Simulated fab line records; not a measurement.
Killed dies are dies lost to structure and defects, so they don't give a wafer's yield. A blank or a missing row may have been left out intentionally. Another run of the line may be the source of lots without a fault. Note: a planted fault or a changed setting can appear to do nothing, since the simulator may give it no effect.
fab line records -- flow n5_finfet
record lots=6, wafers=18, last_day=17
route steps=1938 shown BEOL_M4@1052 PASSIVATION@1936
lots that met no fault: from a run of the same line without faults
start_h: hours from the record's opening day to when the first of the lot's shown wafers began -- wait_h: hours since the lot's step before -- " identical to the entry in the row above -- L1.1+2: several wafers, shown together as one row -- - value missing, or start not given -- * or withheld: withheld -- < > ~ a bound
route shown NAME@n: a module of which the file shows steps, and the number in the route of the first -- usual: average and standard deviation across the fault-free wafers -- same: alike in all rows -- chamber/n: place in a boat -- sites: the reading at each site -- _std_site: standard deviation of those values -- _edge_site: inner sites' mean taken away from outer sites' mean -- radius_mm: how far each site lies from the wafer's centre -- mask NAME#n: copy n -- behind: the tool/chamber that last shaped the wafer -- hold: cause of the lot's hold/its duration in hours/its outcome -- device: the transistor (n, p or np) that didn't switch -- end of line: tests run on the same wafers once the route is complete -- where a step has no rows: the recipe by itself -- killed: the dies lost at the first sort to structure and to defects; this is not the yield of the wafer -- map: a wafer's dies, x killed, . not, _ none there
set.NAME: the run value of the setting; set.NAME@STEP: its run value at that earlier step -- model.NAME: the simulator's own value behind a step, which no gauge read
lots at selected steps of the route; one table per step, one row per wafer
services: when a tool's chamber went out of use (start_h, in hours from the record's first day, below 0 if earlier), for how many hours, and the reason
## steps
# step N5_BEOL_M4_SOFTBAKE_23
# recipe temp_c=110, time_s=60, resist=CAR-EUV
# step N5_BEOL_M4_EXPOSE_25
# recipe mask_id=V3, na=0.33, source_shape=quasar, sigma_inner=0.2, sigma_outer=0.8, polarization=unpolarized, defocus_nm=5, dose_mj=63
# step N5_BEOL_M4_PEB_26
# recipe peb_temp_c=100, peb_time_s=60, resist=CAR-EUV
# step N5_BEOL_M4_DEVELOP_27
# recipe develop_time_s=30, developer=TMAH, resist=CAR-EUV, rinse_liquid=surfactant_rinse, dry=air_spin, dev_temp_c=23
# step N5_BEOL_M4_CD_MEAS_28
# recipe target_cd_nm=26.2, landing_energy_ev=500, detector=se_inlens, target_cd_y_nm=24.1, polarity=opening
# usual cd_nm=26.19/0.24
# same landing_energy_ev=500
lot.wafer,tool,chamber,start_h,wait_h,cd_nm
L924.1,cd_sem-02,0,180.95,-,25.68
L924.3,cd_sem-02,0,180.95,-,26.13
L924.4,cd_sem-02,0,180.95,-,25.95
L927.3,cd_sem-03,0,190.26,-,26.35
L927.4,cd_sem-03,0,190.26,-,26.07
L927.6,cd_sem-03,0,190.26,-,26.57
L935.2,cd_sem-02,0,230.97,-,26.22
L935.4,cd_sem-02,0,230.97,-,25.94
L935.5,cd_sem-02,0,230.97,-,25.83
L937.2,cd_sem-02,0,257.76,-,26.17
L937.3,cd_sem-02,0,257.76,-,26.23
L937.6,cd_sem-02,0,257.76,-,26.16
L942.1,cd_sem-03,0,273.21,-,26.01
L942.2,cd_sem-03,0,273.21,-,26.25
L942.3,cd_sem-03,0,273.21,-,26.33
L943.1,cd_sem-03,0,274.26,-,26.11
L943.3,cd_sem-03,0,274.26,-,26.17
L943.6,cd_sem-03,0,274.26,-,26.03
# step N5_BEOL_M4_OVL_MEAS_29
# recipe points_per_wafer=522
# usual V3_OVL=0.0/0.62
lot.wafer,tool,chamber,start_h,wait_h,V3_OVL[nm]
L924.1,overlay-02,0,180.98,0.0,0.8
L924.3,overlay-02,0,180.98,0.0,0.3
L924.4,overlay-02,0,180.98,0.0,1.2
L927.3,overlay-01,0,190.30,0.0,0.5
L927.4,overlay-01,0,190.30,0.0,-0.4
L927.6,overlay-01,0,190.30,0.0,0.2
L935.2,overlay-01,0,231.00,0.0,-0.9
L935.4,overlay-01,0,231.00,0.0,-0.4
L935.5,overlay-01,0,231.00,0.0,-0.1
L937.2,overlay-01,0,257.80,0.0,0.0
L937.3,overlay-01,0,257.80,0.0,0.1
L937.6,overlay-01,0,257.80,0.0,-0.1
L942.1,overlay-01,0,273.24,0.0,0.5
L942.2,overlay-01,0,273.24,0.0,1.0
L942.3,overlay-01,0,273.24,0.0,0.6
L943.1,overlay-02,0,274.29,0.0,-0.2
L943.3,overlay-02,0,274.29,0.0,-0.1
L943.6,overlay-02,0,274.29,0.0,0.7
# step N5_BEOL_M4_INSPECT_30
# recipe mode=adi, inspect_instrument=brightfield
# usual raw_defect_count=370/88
lot.wafer,tool,chamber,start_h,wait_h,raw_defect_count
L924.1,defect_inspect-01,-,181.05,0.1,340
L924.3,defect_inspect-01,-,181.05,0.1,388
L924.4,defect_inspect-01,-,181.05,0.1,442
L927.3,defect_inspect-02,-,190.35,0.0,229
L927.4,defect_inspect-02,-,190.35,0.0,334
L927.6,defect_inspect-02,-,190.35,0.0,430
L935.2,defect_inspect-01,-,231.05,0.0,369
L935.4,defect_inspect-01,-,231.05,0.0,342
L935.5,defect_inspect-01,-,231.05,0.0,302
L937.2,defect_inspect-01,-,257.85,0.0,251
L937.3,defect_inspect-01,-,257.85,0.0,385
L937.6,defect_inspect-01,-,257.85,0.0,365
L942.1,defect_inspect-01,-,273.30,0.1,390
L942.2,defect_inspect-01,-,273.30,0.1,476
L942.3,defect_inspect-01,-,273.30,0.1,330
L943.1,defect_inspect-01,-,274.35,0.1,479
L943.3,defect_inspect-01,-,274.35,0.1,433
L943.6,defect_inspect-01,-,274.35,0.1,335
# step N5_BEOL_M4_DESCUM_33
# recipe chemistry=O2, time_s=7, source_power_w=50, bias_power_w=20, pressure_mtorr=20, rf_frequency_hz=2.712e+07, temp_c=40, resist=CAR-EUV, o2_flow_sccm=225
# usual drypump_motor_current_A=5.9/0.59, oes_product_au=0.77/0.08, rf_vpp_V=243.5/1.4, showerhead_plenum_p_Torr=2.11/0.082, throttle_valve_pct=20.36/0.27
# same time_s=7
lot.wafer,tool,chamber,start_h,wait_h,drypump_motor_current_A,oes_product_au,rf_hours_counter_h,rf_vpp_V,showerhead_plenum_p_Torr,throttle_valve_pct
L924.1,rie_diel-01,1,181.08,0.0,6.1,0.82,94,244.1,2.21,20.49
L924.3,rie_diel-01,3,181.08,0.0,5.1,0.84,52,243.2,2.02,19.95
L924.4,rie_diel-01,2,181.08,0.0,4.9,0.71,194,240.1,2.00,20.47
L927.3,rie_diel-05,1,190.38,0.0,6.5,0.71,205,243.6,2.06,19.98
L927.4,rie_diel-05,3,190.38,0.0,6.2,0.71,238,240.5,1.99,20.48
L927.6,rie_diel-05,0,190.38,0.0,5.6,0.67,-,244.2,2.16,20.78
L935.2,rie_diel-01,0,231.09,0.0,6.8,0.73,186,243.1,2.08,20.53
L935.4,rie_diel-01,2,231.09,0.0,4.9,0.70,211,242.6,1.99,20.49
L935.5,rie_diel-01,2,231.09,0.0,4.9,0.70,-,241.8,1.99,20.50
L937.2,rie_diel-01,1,257.88,0.0,6.1,0.79,121,244.5,2.20,20.53
L937.3,rie_diel-01,3,257.88,0.0,5.1,0.80,80,241.5,2.01,20.01
L937.6,rie_diel-01,3,257.88,0.0,5.1,0.80,-,242.5,2.01,20.00
L942.1,rie_diel-05,1,273.52,0.2,6.5,0.68,242,241.8,2.04,20.03
L942.2,rie_diel-05,2,273.52,0.2,5.5,0.70,220,243.2,2.15,20.69
L942.3,rie_diel-05,3,273.52,0.2,6.2,0.95,9,246.6,2.25,20.24
L943.1,rie_diel-02,1,274.39,0.0,6.5,0.88,53,243.2,2.20,19.99
L943.3,rie_diel-02,2,274.39,0.0,5.7,0.78,118,242.6,2.09,20.39
L943.6,rie_diel-02,3,274.39,0.0,6.0,0.87,-,244.4,2.23,20.63
# step N5_BEOL_M4_ETCH_77
# recipe chemistry=N2/H2, target=underlayer, target_depth_a=65, mask_material=CAR-EUV, time_s=5.2, ion_energy_ev=200, pressure_mtorr=30, source_w=840, bias_w=150, n2_flow_sccm=200, h2_flow_sccm=200, ends=cleared
# usual bias_w=150.0/0.43, drypump_motor_current_A=5.9/0.6, etch_rf_on_time_s=5.19/0.13, h2_flow_sccm=200.0/0.51, oes_product_au=0.66/0.07, rf_vpp_V=524.4/2.9, showerhead_plenum_p_Torr=2.57/0.092, throttle_valve_pct=17.80/0.21
lot.wafer,tool,chamber,start_h,wait_h,bias_w,drypump_motor_current_A,etch_rf_on_time_s,h2_flow_sccm,oes_product_au,rf_hours_counter_h,rf_vpp_V,showerhead_plenum_p_Torr,throttle_valve_pct
L924.1,rie_diel-01,1,181.12,0.0,149.6,6.2,5.02,200.1,0.71,94,527.0,2.68,17.93
L924.3,rie_diel-01,3,181.12,0.0,150.0,5.1,5.12,200.5,0.72,52,521.6,2.49,17.52
L924.4,rie_diel-01,2,181.12,0.0,149.7,4.9,5.37,199.9,0.60,194,520.4,2.43,17.96
L927.3,rie_diel-05,1,190.42,0.0,149.9,6.5,5.23,200.5,0.60,205,522.0,2.53,17.59
L927.4,rie_diel-05,3,190.42,0.0,149.9,6.2,4.94,200.5,0.61,238,518.8,2.40,17.84
L927.6,rie_diel-05,0,190.42,0.0,150.0,5.6,5.17,199.7,0.58,-,526.7,2.59,18.07
L935.2,rie_diel-01,0,231.12,0.0,149.6,6.8,5.31,200.8,0.61,186,523.1,2.52,17.83
L935.4,rie_diel-01,2,231.12,0.0,150.1,4.9,5.32,199.5,0.60,211,519.1,2.42,17.98
L935.5,rie_diel-01,2,231.12,0.0,149.8,4.9,5.30,200.5,0.59,-,519.5,2.42,17.99
L937.2,rie_diel-01,1,257.92,0.0,149.3,6.1,5.02,199.6,0.69,121,526.2,2.67,17.99
L937.3,rie_diel-01,3,257.92,0.0,150.4,5.1,5.17,199.9,0.69,80,520.7,2.47,17.56
L937.6,rie_diel-01,3,257.92,0.0,149.9,5.1,5.17,200.1,0.70,-,520.9,2.47,17.58
L942.1,rie_diel-05,1,273.56,0.0,149.6,6.5,5.27,199.3,0.58,242,523.8,2.51,17.63
L942.2,rie_diel-05,2,273.56,0.0,150.5,5.6,5.32,200.7,0.59,220,525.6,2.62,18.18
L942.3,rie_diel-05,3,273.56,0.0,150.3,6.2,5.07,199.6,0.82,9,526.7,2.71,17.52
L943.1,rie_diel-02,1,274.42,0.0,149.7,6.5,5.19,199.7,0.74,53,526.0,2.69,17.55
L943.3,rie_diel-02,2,274.42,0.0,149.3,5.6,5.13,199.6,0.66,118,523.4,2.57,18.09
L943.6,rie_diel-02,3,274.42,0.0,149.4,6.0,5.08,200.4,0.74,-,528.3,2.68,17.79
# step N5_BEOL_M4_ETCH_69
# recipe chemistry=CF4, target=SiARC, target_depth_a=156, mask_material=CAR-EUV, time_s=26, ion_energy_ev=80, pressure_mtorr=40, source_w=545, bias_w=36, Ar_flow_sccm=100, cf4_flow_sccm=100, ends=cleared
# usual bias_w=36.00/0.12, drypump_motor_current_A=5.9/0.59, etch_rf_on_time_s=25.9/0.66, oes_product_au=0.66/0.071, rf_vpp_V=184.2/1.3, showerhead_plenum_p_Torr=2.17/0.077, throttle_valve_pct=15.58/0.19
lot.wafer,tool,chamber,start_h,wait_h,bias_w,drypump_motor_current_A,etch_rf_on_time_s,oes_product_au,rf_hours_counter_h,rf_vpp_V,showerhead_plenum_p_Torr,throttle_valve_pct
L924.1,rie_diel-01,1,181.13,0.0,36.19,6.1,25.0,0.71,94,184.7,2.25,15.54
L924.3,rie_diel-01,3,181.13,0.0,36.01,5.1,25.0,0.73,52,183.7,2.11,15.37
L924.4,rie_diel-01,2,181.13,0.0,35.84,4.9,26.4,0.61,194,183.7,2.04,15.61
L927.3,rie_diel-05,1,190.43,0.0,36.10,6.5,26.6,0.61,205,183.9,2.11,15.31
L927.4,rie_diel-05,3,190.43,0.0,36.03,6.2,25.0,0.61,238,182.1,2.03,15.62
L927.6,rie_diel-05,0,190.43,0.0,35.85,5.6,26.5,0.57,-,183.8,2.20,15.99
L935.2,rie_diel-01,0,231.14,0.0,35.94,6.8,26.1,0.62,186,184.2,2.14,15.79
L935.4,rie_diel-01,2,231.14,0.0,36.07,4.9,26.1,0.60,211,182.3,2.04,15.66
L935.5,rie_diel-01,2,231.14,0.0,36.07,4.9,26.0,0.59,-,182.2,2.04,15.65
L937.2,rie_diel-01,1,257.93,0.0,35.87,6.1,24.8,0.69,121,185.1,2.24,15.61
L937.3,rie_diel-01,3,257.93,0.0,36.04,5.1,25.4,0.70,80,183.2,2.10,15.42
L937.6,rie_diel-01,3,257.93,0.0,36.16,5.1,25.6,0.70,-,181.9,2.10,15.42
L942.1,rie_diel-05,1,273.57,0.0,36.10,6.5,26.3,0.59,242,183.6,2.10,15.38
L942.2,rie_diel-05,2,273.57,0.0,35.95,5.5,26.7,0.58,220,184.1,2.21,15.88
L942.3,rie_diel-05,3,273.57,0.0,35.98,6.2,25.4,0.82,9,186.7,2.28,15.21
L943.1,rie_diel-02,1,274.44,0.0,36.06,6.5,25.6,0.75,53,184.9,2.27,15.33
L943.3,rie_diel-02,2,274.44,0.0,36.04,5.7,25.5,0.66,118,185.0,2.14,15.57
L943.6,rie_diel-02,3,274.44,0.0,36.05,6.0,25.3,0.75,-,185.1,2.27,15.72
# step N5_BEOL_M4_ALD_98
# recipe material=SiO2, target_thk_a=25, temp_c=100, ald_precursor_family=BDEAS, ald_co_reactant=O2-plasma, pulse_time_s=1, co_reactant_pulse_time_s=1, purge_time_s=2, co_reactant_purge_time_s=2, ald_cycles=17, pressure_torr=2
# usual heater_power_w=77/7.8, precursor_pulse_height_rel=0.997/0.019
# same co_reactant_purge_time_s=2
lot.wafer,tool,chamber,start_h,wait_h,heater_power_w,precursor_pulse_height_rel
L924.1,ald_sin-02,2,181.29,0.1,70,1.017
L924.3,ald_sin-02,3,181.29,0.1,75,0.984
L924.4,ald_sin-02,2,181.29,0.1,71,1.009
L927.3,ald_sin-01,3,191.85,1.4,75,1.026
L927.4,ald_sin-01,1,191.85,1.4,73,1.016
L927.6,ald_sin-01,1,191.85,1.4,73,1.015
L935.2,ald_sin-02,3,231.22,0.1,75,1.003
L935.4,ald_sin-02,2,231.22,0.1,73,0.994
L935.5,ald_sin-02,0,231.22,0.1,68,0.990
L937.2,ald_sin-02,3,258.05,0.1,76,1.005
L937.3,ald_sin-02,0,258.05,0.1,70,1.020
L937.6,ald_sin-02,3,258.05,0.1,75,1.013
L942.1,ald_sin-04,2,273.73,0.1,86,1.010
L942.2,ald_sin-04,0,273.73,0.1,73,0.963
L942.3,ald_sin-04,3,273.73,0.1,94,0.995
L943.1,ald_sin-04,2,274.52,0.1,85,1.000
L943.3,ald_sin-04,0,274.52,0.1,72,1.001
L943.6,ald_sin-04,0,274.52,0.1,70,0.972
# step N5_BEOL_M4_ETCHBACK_99
# recipe chemistry=CHF3, target=SiO2, target_depth_a=50, time_s=10.4, source_w=215, bias_w=47, Ar_flow_sccm=200, CHF3_flow_sccm=12, ion_energy_ev=100, pressure_mtorr=30
# usual drypump_motor_current_A=5.9/0.6, oes_product_au=0.79/0.086, rf_vpp_V=241/3.9, showerhead_plenum_p_Torr=2.19/0.085, throttle_valve_pct=17.03/0.19
# same time_s=10.4
lot.wafer,tool,chamber,start_h,wait_h,drypump_motor_current_A,oes_product_au,rf_hours_counter_h,rf_vpp_V,showerhead_plenum_p_Torr,throttle_valve_pct
L924.1,rie_diel-02,1,181.73,0.4,6.5,0.90,22,243,2.28,16.65
L924.3,rie_diel-02,2,181.73,0.4,5.7,0.81,87,244,2.16,16.94
L924.4,rie_diel-02,0,181.73,0.4,6.3,0.71,206,246,2.22,16.81
L927.3,rie_diel-01,3,194.22,2.3,5.1,0.83,56,236,2.12,16.87
L927.4,rie_diel-01,0,194.22,2.3,6.8,0.72,173,245,2.16,17.25
L927.6,rie_diel-01,2,194.22,2.3,4.9,0.70,-,238,2.05,17.08
L935.2,rie_diel-02,1,244.28,13.0,6.5,0.89,42,242,2.28,16.67
L935.4,rie_diel-02,3,244.28,13.0,5.9,0.88,53,237,2.29,17.16
L935.5,rie_diel-02,2,244.28,13.0,5.6,0.79,-,245,2.15,16.99
L937.2,rie_diel-02,2,259.62,1.5,5.7,0.78,113,244,2.15,16.98
L937.3,rie_diel-02,0,259.62,1.5,6.2,0.69,232,245,2.21,16.86
L937.6,rie_diel-02,3,259.62,1.5,6.0,0.88,-,237,2.29,17.16
L942.1,rie_diel-01,2,276.37,2.6,4.9,0.69,223,238,2.04,17.12
L942.2,rie_diel-01,0,276.37,2.6,6.8,0.70,202,245,2.15,17.33
L942.3,rie_diel-01,1,276.37,2.6,6.2,0.79,127,245,2.26,17.12
L943.1,rie_diel-01,0,279.66,5.1,6.8,0.70,203,245,2.15,17.30
L943.3,rie_diel-01,1,279.66,5.1,6.1,0.80,129,245,2.25,17.11
L943.6,rie_diel-01,1,279.66,5.1,6.1,0.79,-,244,2.25,17.10
# step N5_BEOL_M4_ETCH_70
# recipe chemistry=N2/H2, target=SOC, target_depth_a=800, overetch_a=240, mask_material=SiARC, temp_c=40, time_s=130, ion_energy_ev=200, pressure_mtorr=30, source_w=840, bias_w=150, n2_flow_sccm=200, h2_flow_sccm=200
# usual bias_w=149.9/0.41, drypump_motor_current_A=5.9/0.6, h2_flow_sccm=200.0/0.56, oes_product_au=0.58/0.059, rf_vpp_V=524.8/2.9, showerhead_plenum_p_Torr=2.58/0.098, throttle_valve_pct=17.77/0.21
# same time_s=130
lot.wafer,tool,chamber,start_h,wait_h,bias_w,drypump_motor_current_A,h2_flow_sccm,oes_product_au,rf_hours_counter_h,rf_vpp_V,showerhead_plenum_p_Torr,throttle_valve_pct,model.SiARC_of_BEOL_M4_COAT_68.thk_nm
L924.1,rie_diel-02,1,181.76,0.0,150.7,6.5,199.7,0.67,22,528.7,2.71,17.43,5.8
L924.3,rie_diel-02,2,181.76,0.0,150.1,5.7,200.1,0.60,87,525.1,2.58,17.98,5.6
L924.4,rie_diel-02,0,181.76,0.0,149.9,6.2,199.3,0.53,206,525.3,2.62,17.51,5.8
L927.3,rie_diel-01,3,194.26,0.0,149.7,5.1,200.6,0.62,56,522.4,2.48,17.49,5.8
L927.4,rie_diel-01,0,194.26,0.0,150.0,6.8,200.0,0.54,173,523.3,2.52,17.78,6
L927.6,rie_diel-01,2,194.26,0.0,150.4,4.9,199.1,0.52,-,519.4,2.43,17.92,6.2
L935.2,rie_diel-02,1,244.32,0.0,140.5,6.5,199.5,0.64,42,509.1,2.70,17.48,6.2
L935.4,rie_diel-02,3,244.32,0.0,140.2,6.0,199.6,0.64,53,508.6,2.68,17.71,6.2
L935.5,rie_diel-02,2,244.32,0.0,141.8,5.7,199.1,0.57,-,504.6,2.57,18.03,6
L937.2,rie_diel-02,2,259.66,0.0,141.1,5.7,199.6,0.57,113,504.9,2.57,18.02,6.2
L937.3,rie_diel-02,0,259.66,0.0,141.2,6.2,200.2,0.50,232,506.4,2.61,17.55,6.2
L937.6,rie_diel-02,3,259.66,0.0,140.5,6.0,199.5,0.64,-,507.4,2.68,17.73,6.2
L942.1,rie_diel-01,2,276.41,0.0,149.5,4.9,198.8,0.51,223,521.0,2.42,17.96,6
L942.2,rie_diel-01,0,276.41,0.0,149.9,6.8,200.3,0.52,202,521.9,2.51,17.82,6
L942.3,rie_diel-01,1,276.41,0.0,150.0,6.2,200.6,0.58,127,525.2,2.67,17.95,5.6
L943.1,rie_diel-01,0,279.70,0.0,149.8,6.8,199.7,0.53,203,522.6,2.51,17.82,6
L943.3,rie_diel-01,1,279.70,0.0,150.6,6.2,199.9,0.57,129,527.2,2.66,17.95,5.6
L943.6,rie_diel-01,1,279.70,0.0,149.8,6.1,199.3,0.57,-,527.6,2.66,17.94,5.6
# step N5_BEOL_M4_STRIP_71
# recipe chemistry=N2/H2, temp_c=40, n2_flow_sccm=200, h2_flow_sccm=200, rf_frequency_hz=6e+07
# step N5_BEOL_M4_RC_MEAS_101
# usual DIBL_N=36.3/1.8, DIBL_P=36.5/2.1, IOFF_N=0.16/0.031, IOFF_P=0.22/0.038, ION_N=677/12, ION_P=466/7.8, SS_N=71.5/0.61, SS_P=73.2/0.7, VT_N=249/3, VT_P=-248.9/3
lot.wafer,tool,chamber,start_h,wait_h,DIBL_N[mV/V],DIBL_P[mV/V],IOFF_N[nA/um],IOFF_P[nA/um],ION_N[uA/um],ION_P[uA/um],SS_N[mV/dec],SS_P[mV/dec],VT_N[mV],VT_P[mV]
L924.1,prober-02,0,186.88,0.9,35.9,36.5,0.16,0.23,672,460,70.9,74.1,249,-249.1
L924.3,prober-02,0,186.88,0.9,38.9,40.9,0.23,0.33,696,483,72.4,74.7,244,-244.1
L924.4,prober-02,0,186.88,0.9,36.7,37.5,0.17,0.26,692,476,71.4,72.5,248,-247.7
L927.3,prober-02,0,201.48,1.1,38.6,39.4,0.19,0.24,676,460,72.7,73.6,246,-248.4
L927.4,prober-02,0,201.48,1.1,34.9,34.6,0.12,0.17,667,461,72.1,72.9,255,-252.3
L927.6,prober-02,0,201.48,1.1,39.2,39.7,0.21,0.24,674,455,72.3,74.1,249,-247.5
L935.2,prober-02,0,248.87,0.2,36.3,35.4,0.18,0.22,698,473,71.0,73.7,247,-249.2
L935.4,prober-02,0,248.87,0.2,36.6,35.6,0.18,0.23,686,470,71.3,73.3,246,-248.0
L935.5,prober-02,0,248.87,0.2,33.6,32.0,0.12,0.18,670,466,70.5,72.1,252,-246.7
L937.2,prober-01,0,264.05,0.2,36.7,35.1,0.15,0.21,663,463,71.4,73.7,251,-250.2
L937.3,prober-01,0,264.05,0.2,39.5,39.3,0.22,0.29,689,476,72.7,74.1,247,-245.2
L937.6,prober-01,0,264.05,0.2,36.9,35.9,0.15,0.22,669,471,72.7,74.0,249,-251.2
L942.1,prober-02,0,281.12,0.0,34.7,34.4,0.14,0.19,663,455,70.9,72.5,252,-250.7
L942.2,prober-02,0,281.12,0.0,34.6,35.3,0.15,0.20,673,465,71.3,72.4,249,-251.3
L942.3,prober-02,0,281.12,0.0,35.9,36.2,0.16,0.21,670,459,71.9,72.8,251,-249.7
L943.1,prober-01,0,284.31,0.0,34.4,34.3,0.12,0.17,670,462,70.5,73.1,252,-252.8
L943.3,prober-01,0,284.31,0.0,35.2,34.1,0.13,0.16,652,453,71.4,72.8,254,-252.9
L943.6,prober-01,0,284.31,0.0,35.4,34.5,0.12,0.17,648,450,72.2,73.5,254,-254.7
# step N5_PASSIVATION_PROBE_49
# usual defect_limited_yield=91.2/1.5, killed_at_M0_to_M3=33/9.6, killed_at_M4_up=14/5.6, killed_at_contacts=14/5.5, killed_at_front_end=40/13, killed_at_other=4/3, killed_dies=104/17, killed_open=68/13, killed_short=33/7.2, sort_bin_5_function=5.2/0.95, sort_bin_6_memory=3.3/0.62, sort_bin_8_speed=0.00/0.012, sort_n_pass=1076/17, sort_yield_pct=91.2/1.5
# same gross_dies=1180, killed_at_back_side=0, sort_bin_4_leakage[%]=0
lot.wafer,tool,chamber,start_h,wait_h,defect_limited_yield[%],killed_at_M0_to_M3,killed_at_M4_up,killed_at_contacts,killed_at_front_end,killed_at_other,killed_dies,killed_open,killed_short,sort_bin_5_function[%],sort_bin_6_memory[%],sort_bin_8_speed[%],sort_n_pass,sort_yield_pct[%]
L927.3,prober-02,-,315.73,0.1,92.3,32,6,8,41,4,91,69,22,4.2,3.4,0,1089,92.3
L927.4,prober-02,-,315.78,0.2,91.1,47,12,16,26,4,105,67,38,5.3,3.6,0,1075,91.1
L927.6,prober-02,-,315.88,0.3,90.2,39,10,15,48,4,116,65,50,5.2,3.9,0,1064,90.2
# killed by level:class
L927.3 FIN_SAQP:geometric_particle:open=11 DUMMY_GATE:geometric_particle:open=11 BEOL_M2:geometric_particle:open=9 MOL_CONTACT_COAG:geometric_particle:open=8 BEOL_M0_SAQP:geometric_particle:open=6 BEOL_M0_SAQP:geometric_particle:short=6 FIN_SAQP:geometric_particle:short=5 STI_FIN_REVEAL:geometric_particle:open=5
L927.4 MOL_CONTACT_COAG:geometric_particle:open=11 BEOL_M3:geometric_particle:open=11 FIN_SAQP:geometric_particle:short=8 BEOL_M0_SAQP:geometric_particle:open=8 BEOL_M0_SAQP:geometric_particle:short=7 BEOL_M0:geometric_particle:open=7 BEOL_M2:geometric_particle:open=6 MOL_CONTACT_COAG:geometric_particle:short=5
L927.6 FIN_SAQP:geometric_particle:short=13 FIN_SAQP:geometric_particle:open=11 MOL_CONTACT_COAG:geometric_particle:open=11 BEOL_M0_SAQP:geometric_particle:short=8 STARTING-WAFER:geometric_particle:short=7 BEOL_M2:geometric_particle:open=6 BEOL_M2:geometric_particle:short=5 BEOL_M3:geometric_particle:open=5
## services
tool,chamber,start_h,hours,kind
rie_diel-01,3,165.61,6.2,repair
rie_diel-01,1,200.33,1.6,repair
rie_diel-05,0,203.00,-,clean
rie_diel-05,0,203.00,-,consumable_replace:focus_ring
rie_diel-05,0,203.00,22.6,scheduled_down
rie_diel-05,0,203.00,22.6,vent_cycle
rie_diel-05,3,226.02,-,clean
rie_diel-05,3,226.02,-,consumable_replace:focus_ring
rie_diel-05,3,226.02,-,consumable_replace:showerhead
rie_diel-05,3,226.02,24.8,scheduled_down
rie_diel-05,3,226.02,24.8,vent_cycle
ald_sin-01,-,234.57,1.6,repair
ald_sin-04,2,235.80,1.5,repair
rie_diel-05,2,248.35,14.3,repair
rie_diel-01,2,252.54,8.2,repair
ald_sin-02,3,258.88,16.6,repair
ald_sin-01,1,260.23,6.8,repair
ald_sin-01,-,269.90,14.0,pm
ald_sin-01,0,269.90,14.0,vent_cycle
ald_sin-01,1,269.90,18.6,vent_cycle
ald_sin-01,2,269.90,14.0,vent_cycle
ald_sin-01,3,269.90,14.0,vent_cycle
ald_sin-02,0,273.18,10.1,repair
## key
first_sign step=N5_BEOL_M4_ETCH_70, reading=bias_w, direction=down, sigmas=22, usual=*, struck=*
effect step=N5_BEOL_M4_ETCH_70, reading=rf_vpp_V, direction=down, sigmas=6.3, usual=524.8, struck=506.8
model_effect step=N5_BEOL_M4_ETCH_70, value=SiARC_of_BEOL_M4_COAT_68.thk_nm, without=5.733, struck=6.167
met_at N5_BEOL_M4_ETCH_70
struck_wafers L935.2,L935.4,L935.5,L937.2,L937.3,L937.6
onset_between 181.76 244.32
fault kind=process_parameter_drift, tool=rie_diel-02, chamber=-, onset_h=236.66, steps=N5_BEOL_M4_ETCH_70, channel=bias_w, offset=*, shape=step, end_h=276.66, acts_in=*, stated=*
